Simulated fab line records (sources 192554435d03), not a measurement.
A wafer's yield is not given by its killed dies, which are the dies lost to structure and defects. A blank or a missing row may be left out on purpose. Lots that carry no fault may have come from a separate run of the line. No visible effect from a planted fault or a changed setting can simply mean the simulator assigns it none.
fab line records -- flow n5Finfet
[record] lots = 7, wafers = 21
route steps=1938 shown BEOL_M4@1040 BEOL_M5@1120 BEOL_M6@1212 BEOL_M7@1263
startH: hours from the record's opening day to when the first of the lot's shown wafers began -- waitH: how many hours have passed since the lot's step before this one -- " same as the row above -- L1.1+2: one row covering several wafers at once -- - value missing, or start not given -- * or withheld: withheld -- < > ~ a bound
route shown NAME@n: a module of which the file shows steps, and the number in the route of the first -- usual: mean/standard deviation taken from wafers without a fault -- same: alike in all rows -- chamber/n: place in a boat -- sites: per-site readings -- _std_site: the values' standard deviation -- _edge_site: mean of outer sites minus mean of inner sites -- radiusMm: how far each site lies from the wafer's centre -- mask NAME#n: copy n -- behind: the tool/chamber that last shaped the wafer -- hold: why the lot was held/for how many hours/how that ended -- device: names the non-switching transistor (n, p or np) -- end of line: at the end of the route, the tests of the same wafers -- a step with no rows: only its recipe -- killed: dies that structure and defects cost at the first sort, which is not the same as the wafer's yield -- map: dies across one wafer; x = killed, . = not, _ = none there
set.NAME: the setting that was run; set.NAME@STEP: the one run at that earlier step -- model.NAME: the simulator's own value behind a step, which no gauge read
lots run with intentionally changed settings; tables by step, rows by wafer
[[steps]]
[step N5_BEOL_M4_ETCH_64]
[recipe] chemistry = N2/H2, target = SOC, targetDepthA = 750, overetchA = 225, maskMaterial = SiARC, tempC = 40, timeS = 121.9, ionEnergyEv = 200, pressureMtorr = 30, sourceW = 840, biasW = 150, n2FlowSccm = 200, h2FlowSccm = 200
[usual] rfVppV = 522.5/2.4
lot.wafer,tool,chamber,startH,waitH,set.biasW,rfVppV,model.SiARC_of_BEOL_M4_COAT_62.thkNm
L074.1,rieDiel-03,0,158.04,0.0,150,525.0,6.4
L074.2,rieDiel-03,2,158.04,0.0,150,522.2,6
L074.5,rieDiel-03,0,158.04,0.0,150,525.4,6.4
L082.2,rieDiel-06,3,212.85,0.0,150,524.0,6.6
L082.5,rieDiel-06,2,212.85,0.0,176.2,574.5,5.4
L082.6,rieDiel-06,3,212.85,0.0,150,522.2,6.6
L084.4,rieDiel-04,3,224.72,0.0,165.3,554.2,5.4
L084.5,rieDiel-04,0,224.72,0.0,150,521.9,6.4
L084.6,rieDiel-04,3,224.72,0.0,165.3,555.0,5.6
L086.1,rieDiel-03,2,228.85,0.0,150,519.8,6
L086.4,rieDiel-03,0,228.85,0.0,150,526.0,6.4
L086.5,rieDiel-03,0,228.85,0.0,150,524.6,6.4
L091.1,rieDiel-04,3,260.23,0.0,138.9,496.7,6.8
L091.4,rieDiel-04,3,260.23,0.0,138.9,497.8,6.8
L091.5,rieDiel-04,0,260.23,0.0,150,520.3,6.4
L092.3,rieDiel-03,1,279.37,0.0,156.9,544.5,6.2
L092.5,rieDiel-03,3,279.37,0.0,156.9,543.4,5.6
L092.6,rieDiel-03,0,279.37,0.0,156.9,539.1,6
L093.3,rieDiel-06,1,291.24,0.0,150,518.9,6.2
L093.4,rieDiel-06,1,291.24,0.0,150,521.9,6.2
L093.6,rieDiel-06,0,291.24,0.0,138.8,496.4,6.8
[step N5_BEOL_M4_COAT_22]
[recipe] resist = CAR-EUV, spinRpm = 1500, resistThkNm = 30
lot.wafer,tool,chamber,startH,waitH,set.spinRpm,model.CAR-EUV_of_BEOL_M4_COAT_22.thkNm
L074.1+2+5,lithoTrack-02,0,-,-,1500,29.8
L082.2,lithoTrack-02,0,-,-,1424,30.8
L082.5+6,lithoTrack-02,0,-,-,1500,30
L084.4,lithoTrack-05,0,-,-,1500,30
L084.5+6,lithoTrack-05,0,-,-,1500,30.2
L086.1+4,lithoTrack-02,0,-,-,1500,30
L086.5,lithoTrack-02,0,-,-,1500,29.8
L091.1+4+5,lithoTrack-05,0,-,-,1500,30.2
L092.3+6,lithoTrack-02,0,-,-,1500,30
L092.5,lithoTrack-02,0,-,-,1629,28.8
L093.3,lithoTrack-03,0,-,-,1500,30
L093.4+6,lithoTrack-03,0,-,-,1662,28.4
[step N5_BEOL_M4_EBR_24]
[recipe] solvent = PGMEA, ebrWidthMm = 1.5
[step N5_BEOL_M4_SOFTBAKE_23]
[recipe] tempC = 110, timeS = 60, resist = CAR-EUV
[step N5_BEOL_M4_EXPOSE_25]
[recipe] maskId = V3, na = 0.33, sourceShape = quasar, sigmaInner = 0.2, sigmaOuter = 0.8, polarization = unpolarized, defocusNm = 5, doseMj = 63
[step N5_BEOL_M4_PEB_26]
[recipe] pebTempC = 100, pebTimeS = 60, resist = CAR-EUV
[step N5_BEOL_M4_DEVELOP_27]
[recipe] developTimeS = 30, developer = TMAH, resist = CAR-EUV, rinseLiquid = surfactantRinse, dry = airSpin, devTempC = 23
lot.wafer,tool,chamber,startH,waitH,set.spinRpm@BEOL_M4_COAT_22,model.CAR-EUV_of_BEOL_M4_COAT_22.thkNm
L074.1+2+5,lithoTrack-03,0,-,-,1500,29.4
L082.2,lithoTrack-02,0,-,-,1424,30.2
L082.5+6,lithoTrack-02,0,-,-,1500,29.6
L084.4+5+6,lithoTrack-03,0,-,-,1500,29.6
L086.1+4,lithoTrack-05,0,-,-,1500,29.6
L086.5,lithoTrack-05,0,-,-,1500,29.4
L091.1+4+5,lithoTrack-05,0,-,-,1500,29.8
L092.3,lithoTrack-05,0,-,-,1500,29.4
L092.5,lithoTrack-05,0,-,-,1629,28.2
L092.6,lithoTrack-05,0,-,-,1500,29.6
L093.3,lithoTrack-03,0,-,-,1500,29.4
L093.4+6,lithoTrack-03,0,-,-,1662,28
[step N5_BEOL_M5_COAT_05]
[recipe] resist = CAR-EUV, spinRpm = 1500, resistThkNm = 30
lot.wafer,tool,chamber,startH,waitH,set.spinRpm,model.CAR-EUV_of_BEOL_M5_COAT_05.thkNm
L074.1+2+5,lithoTrack-05,0,-,-,1500,30
L082.2+5+6,lithoTrack-05,0,-,-,1500,30.2
L084.4,lithoTrack-01,0,-,-,1554,29.4
L084.5,lithoTrack-01,0,-,-,1500,30
L084.6,lithoTrack-01,0,-,-,1554,29.6
L086.1+4,lithoTrack-01,0,-,-,1337,31.8
L086.5,lithoTrack-01,0,-,-,1500,29.8
L091.1+4,lithoTrack-01,0,-,-,1500,30
L091.5,lithoTrack-01,0,-,-,1578,29.4
L092.3,lithoTrack-01,0,-,-,1500,30
L092.5+6,lithoTrack-01,0,-,-,1435,30.8
L093.3+6,lithoTrack-01,0,-,-,1402,31
L093.4,lithoTrack-01,0,-,-,1500,30
[step N5_BEOL_M5_EBR_07]
[recipe] solvent = PGMEA, ebrWidthMm = 1.5
[step N5_BEOL_M5_SOFTBAKE_06]
[recipe] tempC = 110, timeS = 60, resist = CAR-EUV
[step N5_BEOL_M5_EXPOSE_08]
[recipe] maskId = M5, na = 0.33, sourceShape = annular, sigmaInner = 0.4, sigmaOuter = 0.8, polarization = unpolarized, targetCdNm = 28, doseMj = 35.75
[step N5_BEOL_M5_PEB_09]
[recipe] pebTempC = 100, pebTimeS = 60, resist = CAR-EUV
[step N5_BEOL_M5_DEVELOP_10]
[recipe] developTimeS = 30, developer = TMAH, resist = CAR-EUV, rinseLiquid = surfactantRinse, dry = airSpin, devTempC = 23
lot.wafer,tool,chamber,startH,waitH,set.spinRpm@BEOL_M5_COAT_05,model.CAR-EUV_of_BEOL_M5_COAT_05.thkNm
L074.1+2+5,lithoTrack-04,0,-,-,1500,29.6
L082.2+5+6,lithoTrack-01,0,-,-,1500,29.6
L084.4+6,lithoTrack-05,0,-,-,1554,29
L084.5,lithoTrack-05,0,-,-,1500,29.6
L086.1+4,lithoTrack-05,0,-,-,1337,31.2
L086.5,lithoTrack-05,0,-,-,1500,29.4
L091.1+4,lithoTrack-05,0,-,-,1500,29.6
L091.5,lithoTrack-05,0,-,-,1578,28.8
L092.3,lithoTrack-01,0,-,-,1500,29.6
L092.5+6,lithoTrack-01,0,-,-,1435,30.2
L093.3,lithoTrack-05,0,-,-,1402,30.6
L093.4,lithoTrack-05,0,-,-,1500,29.4
L093.6,lithoTrack-05,0,-,-,1402,30.4
[step N5_BEOL_M5_DESCUM_16]
[recipe] chemistry = O2, timeS = 7, sourcePowerW = 50, biasPowerW = 20, pressureMtorr = 20, rfFrequencyHz = 2.712e+07, tempC = 40, resist = CAR-EUV, o2FlowSccm = 225
lot.wafer,tool,chamber,startH,waitH,set.spinRpm@BEOL_M5_COAT_05,model.CAR-EUV_of_BEOL_M5_COAT_05.thkNm
L074.1,rieDiel-01,0,166.63,0.0,1500,26.2
L074.2+5,rieDiel-01,3,166.63,0.0,1500,26
L082.2+5+6,rieDiel-02,"2,3,2",222.61,0.0,1500,26.2
L084.4+6,rieDiel-05,"0,1",237.83,0.0,1554,25.6
L084.5,rieDiel-05,2,237.83,0.0,1500,26
L086.1+4,rieDiel-05,"1,3",241.17,0.0,1337,27.8
L086.5,rieDiel-05,0,241.17,0.0,1500,26
L091.1+4,rieDiel-05,"2,3",273.22,0.6,1500,26
L091.5,rieDiel-05,0,273.22,0.6,1578,25.4
L092.3,rieDiel-05,2,289.12,0.0,1500,26
L092.5+6,rieDiel-05,"2,3",289.12,0.0,1435,26.8
L093.3+6,rieDiel-05,"2,1",300.93,0.0,1402,27
L093.4,rieDiel-05,0,300.93,0.0,1500,26
[step N5_BEOL_M5_ETCH_62]
[recipe] chemistry = N2/H2, target = SOC, targetDepthA = 750, overetchA = 150, maskMaterial = SiARC, tempC = 40, timeS = 112.5, ionEnergyEv = 200, pressureMtorr = 30, sourceW = 840, biasW = 150, n2FlowSccm = 200, h2FlowSccm = 200
[usual] rfVppV = 523.7/2.6
lot.wafer,tool,chamber,startH,waitH,set.sourceW,rfVppV
L074.1,rieDiel-01,0,166.71,0.0,840,521.7
L074.2,rieDiel-01,3,166.71,0.0,840,520.0
L074.5,rieDiel-01,3,166.71,0.0,840,520.1
L082.2,rieDiel-02,2,222.68,0.0,840,523.5
L082.5,rieDiel-02,3,222.68,0.0,840,520.5
L082.6,rieDiel-02,2,222.68,0.0,840,522.7
L084.4,rieDiel-05,0,237.91,0.0,957.6,505.8
L084.5,rieDiel-05,2,237.91,0.0,957.6,505.9
L084.6,rieDiel-05,1,237.91,0.0,957.6,498.5
L086.1,rieDiel-05,1,241.25,0.0,840,520.7
L086.4,rieDiel-05,3,241.25,0.0,840,525.0
L086.5,rieDiel-05,0,241.25,0.0,840,528.4
L091.1,rieDiel-05,2,273.30,0.0,981.6,500.0
L091.4,rieDiel-05,3,273.30,0.0,840,525.1
L091.5,rieDiel-05,0,273.30,0.0,981.6,502.2
L092.3,rieDiel-05,2,289.20,0.0,890,516.2
L092.5,rieDiel-05,2,289.20,0.0,890,516.1
L092.6,rieDiel-05,3,289.20,0.0,840,525.3
L093.3,rieDiel-05,2,301.01,0.0,689.9,561.8
L093.4,rieDiel-05,0,301.01,0.0,689.9,563.1
L093.6,rieDiel-05,1,301.01,0.0,689.9,555.3
[step N5_BEOL_M5_EXPOSE_25]
[recipe] maskId = V4, na = 0.33, sourceShape = quasar, sigmaInner = 0.2, sigmaOuter = 0.6, polarization = unpolarized, defocusNm = 10, doseMj = 52.75
lot.wafer,tool,chamber,startH,waitH,mask,set.doseMj
L074.1+2+5,euvScanner-02,0,167.87,-,V4#0,52.75
L082.2+6,euvScanner-01,0,223.34,-,V4#0,52.75
L082.5,euvScanner-01,0,223.34,-,V4#0,50.92
L084.4,euvScanner-02,0,238.46,-,V4#0,52.75
L084.5+6,euvScanner-02,0,238.46,-,V4#0,54.02
L086.1+4,euvScanner-01,0,244.26,-,V4#0,54.28
L086.5,euvScanner-01,0,244.26,-,V4#0,52.75
L091.1,euvScanner-02,0,274.43,-,V4#0,54.25
L091.4+5,euvScanner-02,0,274.43,-,V4#0,52.75
L092.3+5,euvScanner-01,0,289.81,-,V4#0,52.75
L092.6,euvScanner-01,0,289.81,-,V4#0,50.31
L093.3,euvScanner-01,0,302.04,-,V4#0,52.75
L093.4+6,euvScanner-01,0,302.04,-,V4#0,55.86
[step N5_BEOL_M5_PEB_26]
[recipe] pebTempC = 100, pebTimeS = 60, resist = CAR-EUV
[step N5_BEOL_M5_DEVELOP_27]
[recipe] developTimeS = 30, developer = TMAH, resist = CAR-EUV, rinseLiquid = surfactantRinse, dry = airSpin, devTempC = 23
[step N5_BEOL_M5_CD_MEAS_28]
[recipe] targetCdNm = 30.6, landingEnergyEv = 500, detector = seInlens, targetCdYNm = 20, polarity = opening
[usual] cdNm = 30.63/0.28
lot.wafer,tool,chamber,startH,waitH,set.doseMj@BEOL_M5_EXPOSE_25,cdNm
L074.1,cdSem-02,0,168.01,-,52.75,30.41
L074.2,cdSem-02,0,168.01,-,52.75,30.52
L074.5,cdSem-02,0,168.01,-,52.75,30.51
L082.2,cdSem-01,0,223.47,-,52.75,30.46
L082.5,cdSem-01,0,223.47,-,50.92,29.93
L082.6,cdSem-01,0,223.47,-,52.75,30.85
L084.4,cdSem-02,0,238.58,-,52.75,30.44
L084.5,cdSem-02,0,238.58,-,54.02,31.15
L084.6,cdSem-02,0,238.58,-,54.02,30.88
L086.1,cdSem-01,0,244.40,-,54.28,31.23
L086.4,cdSem-01,0,244.40,-,54.28,30.90
L086.5,cdSem-01,0,244.40,-,52.75,30.51
L091.1,cdSem-01,0,274.56,-,54.25,30.76
L091.4,cdSem-01,0,274.56,-,52.75,30.17
L091.5,cdSem-01,0,274.56,-,52.75,30.58
L092.3,cdSem-02,0,289.94,-,52.75,30.62
L092.5,cdSem-02,0,289.94,-,52.75,31.26
L092.6,cdSem-02,0,289.94,-,50.31,29.65
L093.3,cdSem-02,0,302.17,-,52.75,30.50
L093.4,cdSem-02,0,302.17,-,55.86,32.22
L093.6,cdSem-02,0,302.17,-,55.86,31.75
[step N5_BEOL_M5_ETCH_68]
[recipe] chemistry = N2/H2, target = SOC, targetDepthA = 800, overetchA = 160, maskMaterial = SiARC, tempC = 40, timeS = 120, ionEnergyEv = 200, pressureMtorr = 30, sourceW = 840, biasW = 150, n2FlowSccm = 200, h2FlowSccm = 200
[usual] rfVppV = 523.2/2.4
lot.wafer,tool,chamber,startH,waitH,set.biasW,rfVppV,model.SiARC_of_BEOL_M5_COAT_66.thkNm
L074.1,rieDiel-05,3,168.32,0.0,150,524.8,6.4
L074.2,rieDiel-05,0,168.32,0.0,150,527.5,6
L074.5,rieDiel-05,0,168.32,0.0,150,527.8,6
L082.2,rieDiel-05,2,223.67,0.0,150,527.1,6.8
L082.5,rieDiel-05,0,223.67,0.0,150,526.5,6
L082.6,rieDiel-05,1,223.67,0.0,150,520.0,6.4
L084.4,rieDiel-01,3,238.78,0.0,140.9,502.1,6.8
L084.5,rieDiel-01,3,238.78,0.0,140.9,499.6,6.8
L084.6,rieDiel-01,2,238.78,0.0,150,524.7,6.4
L086.1,rieDiel-02,3,244.60,0.0,150,519.8,6.6
L086.4,rieDiel-02,1,244.60,0.0,158.7,545.0,6
L086.5,rieDiel-02,2,244.60,0.0,158.7,543.3,6
L091.1,rieDiel-01,2,274.77,0.0,140.2,502.4,6.8
L091.4,rieDiel-01,0,274.77,0.0,140.2,498.6,6.8
L091.5,rieDiel-01,0,274.77,0.0,150,522.1,6.4
L092.3,rieDiel-02,0,290.62,0.0,150,522.9,6.2
L092.5,rieDiel-02,2,290.62,0.0,139.8,500.9,6.8
L092.6,rieDiel-02,3,290.62,0.0,139.8,497.2,7
L093.3,rieDiel-02,2,302.37,0.0,175.9,578.5,5.2
L093.4,rieDiel-02,1,302.37,0.0,150,525.5,6.4
L093.6,rieDiel-02,0,302.37,0.0,175.9,579.0,5.2
[step N5_BEOL_M6_ETCH_62]
[recipe] chemistry = N2/H2, target = SOC, targetDepthA = 1100, overetchA = 220, maskMaterial = SiARC, tempC = 40, timeS = 165, ionEnergyEv = 200, pressureMtorr = 30, sourceW = 840, biasW = 150, n2FlowSccm = 200, h2FlowSccm = 200
lot.wafer,tool,chamber,startH,waitH,set.timeS,model.SiARC_of_BEOL_M6_COAT_60.thkNm
L074.1,rieDiel-06,2,179.35,0.0,165,28.4
L074.2,rieDiel-06,1,179.35,0.0,165,28
L074.5,rieDiel-06,1,179.35,0.0,165,28.2
L082.2+5,rieDiel-06,3,233.49,0.0,174.3,28.2
L082.6,rieDiel-06,2,233.49,0.0,165,28.6
L084.4+6,rieDiel-03,"3,2",252.25,0.1,183.4,27.2
L084.5,rieDiel-03,0,252.25,0.1,165,28.4
L086.1+4,rieDiel-03,0,253.94,0.0,165,28.2
L086.5,rieDiel-03,2,253.94,0.0,165,28
L091.1,rieDiel-04,2,286.06,0.0,165,28.2
L091.4,rieDiel-04,3,286.06,0.0,165,28.4
L091.5,rieDiel-04,2,286.06,0.0,165,28
L092.3,rieDiel-04,1,300.96,0.0,165,28
L092.5+6,rieDiel-04,"0,3",300.96,0.0,165,28.2
L093.3+6,rieDiel-04,3,314.11,0.0,165,28.4
L093.4,rieDiel-04,0,314.11,0.0,165,28.6
[step N5_BEOL_M6_STRIP_68]
[recipe] chemistry = N2/H2, tempC = 40, n2FlowSccm = 200, h2FlowSccm = 200, rfFrequencyHz = 6e+07
[step N5_BEOL_M6_STRIP_67]
[recipe] chemistry = CF4, resist = SiARC, powerW = 300, biasPowerW = 75, pressureMtorr = 50, cf4FlowSccm = 150, rfFrequencyHz = 6e+07
[step N5_BEOL_M6_HM_OPEN_17]
[recipe] chemistry = Cl2/BCl3, targetDepthA = 200, overetchA = 60, target = TiN, maskMaterial = SOC, ionEnergyEv = 150, pressureMtorr = 10, icpW = 1000, biasW = 126, Cl2_flow_sccm = 53.25, bcl3FlowSccm = 21.75, Ar_flow_sccm = 25
lot.wafer,tool,chamber,startH,waitH,set.timeS@BEOL_M6_ETCH_62,model.etch.depthNm
L074.1,rieMetal-01,0,179.53,0.0,165,20.13
L074.2,rieMetal-01,1,179.53,0.0,165,19.87
L074.5,rieMetal-01,0,179.53,0.0,165,19.79
L082.2,rieMetal-01,0,233.67,0.0,174.3,19.46
L082.5,rieMetal-01,0,233.67,0.0,174.3,19.35
L082.6,rieMetal-01,1,233.67,0.0,165,20.31
L084.4,rieMetal-02,1,252.40,0.1,183.4,18
L084.5,rieMetal-02,1,252.40,0.1,165,19.64
L084.6,rieMetal-02,0,252.40,0.1,183.4,18.21
L086.1,rieMetal-02,0,254.13,0.0,165,20.09
L086.4,rieMetal-02,1,254.13,0.0,165,19.95
L086.5,rieMetal-02,1,254.13,0.0,165,20.11
L091.1,rieMetal-02,0,286.25,0.0,165,19.82
L091.4,rieMetal-02,0,286.25,0.0,165,19.88
L091.5,rieMetal-02,0,286.25,0.0,165,20.12
L092.3,rieMetal-03,0,301.17,0.1,165,19.67
L092.5,rieMetal-03,1,301.17,0.1,165,20.29
L092.6,rieMetal-03,0,301.17,0.1,165,20.22
L093.3,rieMetal-02,0,314.33,0.1,165,19.76
L093.4,rieMetal-02,1,314.33,0.1,165,19.7
L093.6,rieMetal-02,1,314.33,0.1,165,19.61
[step N5_BEOL_M7_ILD_DEP_00]
[recipe] material = SiCOH_lowk, targetThkA = 1797.5, tempC = 300, precursor = DEMS/porogen, pressureTorr = 5, rfW = 500, timeS = 33.4
lot.wafer,tool,chamber,startH,waitH,set.timeS,model.SiCOH_lowk_of_BEOL_M7_ILD_DEP_00.thkNm
L074.1,pecvd-01,0,184.72,0.0,33.4,178.4
L074.2,pecvd-01,2,184.72,0.0,33.4,176.2
L074.5,pecvd-01,2,184.72,0.0,33.4,179.4
L082.2,pecvd-01,1,239.19,0.0,37.81,200.2
L082.5,pecvd-01,2,239.19,0.0,33.4,180
L082.6,pecvd-01,1,239.19,0.0,37.81,202.6
L084.4,pecvd-03,1,260.13,0.1,33.4,185.2
L084.5,pecvd-03,0,260.13,0.1,33.4,182.2
L084.6,pecvd-03,2,260.13,0.1,33.4,183.6
L086.1,pecvd-04,2,261.34,0.1,35.05,184.6
L086.4,pecvd-04,0,261.34,0.1,35.05,190.6
L086.5,pecvd-04,0,261.34,0.1,33.4,181.6
L091.1,pecvd-01,1,291.53,0.0,33.4,177.4
L091.4,pecvd-01,1,291.53,0.0,31.47,172.6
L091.5,pecvd-01,2,291.53,0.0,33.4,180.4
L092.3,pecvd-01,2,305.21,0.0,36.16,193.2
L092.5,pecvd-01,0,305.21,0.0,36.16,195.4
L092.6,pecvd-01,2,305.21,0.0,33.4,180.8
L093.3,pecvd-01,2,318.93,0.0,35.09,189.2
L093.4,pecvd-01,2,318.93,0.0,33.4,182
L093.6,pecvd-01,0,318.93,0.0,35.09,188
[step N5_BEOL_M7_CURE_74]
[recipe] tempC = 385, timeS = 240, ambient = He/Ar, material = SiCOH_lowk
lot.wafer,tool,chamber,startH,waitH,set.timeS@BEOL_M7_ILD_DEP_00,model.SiCOH_lowk_of_BEOL_M7_ILD_DEP_00.thkNm
L074.1,uvCure-02,1,184.78,0.0,33.4,153.8
L074.2,uvCure-02,1,184.78,0.0,33.4,151.8
L074.5,uvCure-02,1,184.78,0.0,33.4,154.6
L082.2,uvCure-02,1,239.73,0.5,37.81,172.8
L082.5,uvCure-02,1,239.73,0.5,33.4,155.2
L082.6,uvCure-02,1,239.73,0.5,37.81,175
L084.4,uvCure-02,1,260.65,0.5,33.4,159.8
L084.5,uvCure-02,1,260.65,0.5,33.4,157.2
L084.6,uvCure-02,1,260.65,0.5,33.4,158.4
L086.1,uvCure-03,0,261.42,0.1,35.05,159.2
L086.4,uvCure-03,0,261.42,0.1,35.05,164.6
L086.5,uvCure-03,0,261.42,0.1,33.4,156.6
L091.1,uvCure-01,1,291.59,0.0,33.4,153
L091.4,uvCure-01,1,291.59,0.0,31.47,148.8
L091.5,uvCure-01,1,291.59,0.0,33.4,155.6
L092.3,uvCure-02,1,305.43,0.2,36.16,166.6
L092.5,uvCure-02,1,305.43,0.2,36.16,168.8
L092.6,uvCure-02,1,305.43,0.2,33.4,156
L093.3,uvCure-02,2,319.15,0.2,35.09,163.2
L093.4,uvCure-02,2,319.15,0.2,33.4,157
L093.6,uvCure-02,2,319.15,0.2,35.09,162.2
[step N5_BEOL_M7_THK_MEAS_01]
[recipe] reads = SiCOH_lowk_of_BEOL_M7_ILD_DEP_00
[usual] M7_ILD_THK = 155.6/2
lot.wafer,tool,chamber,startH,waitH,set.timeS@BEOL_M7_ILD_DEP_00,M7_ILD_THK[nm]
L074.1,filmMetro-01,-,185.29,0.4,33.4,153.8
L074.2,filmMetro-01,-,185.29,0.4,33.4,151.8
L074.5,filmMetro-01,-,185.29,0.4,33.4,154.7
L082.2,filmMetro-01,-,240.17,0.4,37.81,172.8
L082.5,filmMetro-01,-,240.17,0.4,33.4,155.3
L082.6,filmMetro-01,-,240.17,0.4,37.81,174.9
L084.4,filmMetro-02,-,261.17,0.4,33.4,159.6
L084.5,filmMetro-02,-,261.17,0.4,33.4,157.0
L084.6,filmMetro-02,-,261.17,0.4,33.4,158.4
L086.1,filmMetro-02,-,261.94,0.4,35.05,159.3
L086.4,filmMetro-02,-,261.94,0.4,35.05,164.5
L086.5,filmMetro-02,-,261.94,0.4,33.4,156.7
L091.1,filmMetro-01,-,292.10,0.4,33.4,153.0
L091.4,filmMetro-01,-,292.10,0.4,31.47,148.6
L091.5,filmMetro-01,-,292.10,0.4,33.4,155.8
L092.3,filmMetro-01,-,305.79,0.3,36.16,167.0
L092.5,filmMetro-01,-,305.79,0.3,36.16,168.7
L092.6,filmMetro-01,-,305.79,0.3,33.4,155.9
L093.3,filmMetro-01,-,319.51,0.3,35.09,163.4
L093.4,filmMetro-01,-,319.51,0.3,33.4,157.2
L093.6,filmMetro-01,-,319.51,0.3,35.09,162.1
[[key]]
[split] step = N5_BEOL_M4_ETCH_64, setting = biasW, stated = 150, by = wafer
[response] step = N5_BEOL_M4_ETCH_64, reading = rfVppV, change = +3.04, per = 1%, r = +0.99
[response] step = N5_BEOL_M4_ETCH_64, reading = model.SiARC_of_BEOL_M4_COAT_62.thkNm, change = -0.0723, per = 1%, r = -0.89
[split] step = N5_BEOL_M4_COAT_22, setting = spinRpm, stated = 1500, by = wafer
[response] step = N5_BEOL_M4_COAT_22, reading = model.CAR-EUV_of_BEOL_M4_COAT_22.thkNm, change = -0.146, per = 1%, r = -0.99
[response] step = N5_BEOL_M4_DEVELOP_27, reading = model.CAR-EUV_of_BEOL_M4_COAT_22.thkNm, change = -0.136, per = 1%, r = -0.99
[split] step = N5_BEOL_M5_COAT_05, setting = spinRpm, stated = 1500, by = wafer
[response] step = N5_BEOL_M5_COAT_05, reading = model.CAR-EUV_of_BEOL_M5_COAT_05.thkNm, change = -0.167, per = 1%, r = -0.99
[response] step = N5_BEOL_M5_DEVELOP_10, reading = model.CAR-EUV_of_BEOL_M5_COAT_05.thkNm, change = -0.162, per = 1%, r = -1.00
[response] step = N5_BEOL_M5_DESCUM_16, reading = model.CAR-EUV_of_BEOL_M5_COAT_05.thkNm, change = -0.155, per = 1%, r = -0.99
[split] step = N5_BEOL_M5_ETCH_62, setting = sourceW, stated = 840, by = wafer
[response] step = N5_BEOL_M5_ETCH_62, reading = rfVppV, change = -1.43, per = 1%, r = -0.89
[split] step = N5_BEOL_M5_EXPOSE_25, setting = doseMj, stated = 52.75, by = wafer
[response] step = N5_BEOL_M5_CD_MEAS_28, reading = cdNm, change = +0.236, per = 1%, r = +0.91
[split] step = N5_BEOL_M5_ETCH_68, setting = biasW, stated = 150, by = wafer
[response] step = N5_BEOL_M5_ETCH_68, reading = rfVppV, change = +3.3, per = 1%, r = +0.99
[response] step = N5_BEOL_M5_ETCH_68, reading = model.SiARC_of_BEOL_M5_COAT_66.thkNm, change = -0.0743, per = 1%, r = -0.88
[split] step = N5_BEOL_M6_ETCH_62, setting = timeS, stated = 165, by = wafer
[response] step = N5_BEOL_M6_ETCH_62, reading = model.SiARC_of_BEOL_M6_COAT_60.thkNm, change = -0.1, per = 1%, r = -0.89
[response] step = N5_BEOL_M6_HM_OPEN_17, reading = model.etch.depthNm, change = -0.142, per = 1%, r = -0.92
[split] step = N5_BEOL_M7_ILD_DEP_00, setting = timeS, stated = 33.4, by = wafer
[response] step = N5_BEOL_M7_ILD_DEP_00, reading = model.SiCOH_lowk_of_BEOL_M7_ILD_DEP_00.thkNm, change = +1.51, per = 1%, r = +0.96
[response] step = N5_BEOL_M7_CURE_74, reading = model.SiCOH_lowk_of_BEOL_M7_ILD_DEP_00.thkNm, change = +1.32, per = 1%, r = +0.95
[response] step = N5_BEOL_M7_THK_MEAS_01, reading = M7_ILD_THK, change = +1.32, per = 1%, r = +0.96
